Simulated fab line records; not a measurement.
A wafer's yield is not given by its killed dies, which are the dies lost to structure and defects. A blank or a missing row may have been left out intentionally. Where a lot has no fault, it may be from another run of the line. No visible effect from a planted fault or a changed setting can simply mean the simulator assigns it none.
Chamber matching	flow n5-finfet	N5_STI_FIN_REVEAL_ALD_00 on ald-sin-03 has 4 sister chambers
The step deposits SiO2, target thk 1 nm, pulse time 1 s. 7 wafers are shown with their chamber, then 7 later ones without.

WAFERS PAIRED WITH THEIR CHAMBERS
wafer	chamber	heater-power-outer-w (W)	heater-power-w (W)
L079.5	2	243	430
L080.6	1	277	470
L083.2	1	284	489
L083.3	3	275	512
L083.4	0	223	437
L089.1	0	220	416
L089.5	3	276	491

WAFERS MISSING THEIR CHAMBER
wafer	heater-power-outer-w (W)	heater-power-w (W)
L089.6	216	427
L093.3	288	510
L093.4	216	413
L093.6	294	499
L094.1	264	465
L094.2	291	488
L094.5	222	427

WHICH CHAMBER EACH WENT THROUGH
wafer	from the rows above	in truth
L089.6	0	0
L093.3	can't be placed: 1 or 3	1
L093.4	0	0
L093.6	can't be placed: 1 or 3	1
L094.1	can't be placed: 3 or 1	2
L094.2	can't be placed: 1 or 3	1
L094.5	0	0
3 of 7 placed correctly. Unplaceable from these rows: 4, with the true chamber sitting among the candidates in 3. Number placed wrongly: 0.
How it was worked out, from the rows above alone: a wafer's distance from a chamber is the root of the sum, over the readings, of the square of ((its reading less the chamber's mean) divided by the reading's scatter). If the next closest chamber is less than 2 further off than the closest, the wafer can't be placed; otherwise it belongs to the closest. For every chamber, the mean is computed from those of its wafers that are shown. How the scatter is found: for the shown wafers, subtract from each reading the mean of its chamber, square and add these, divide the total by (wafers less chambers), then take the root.
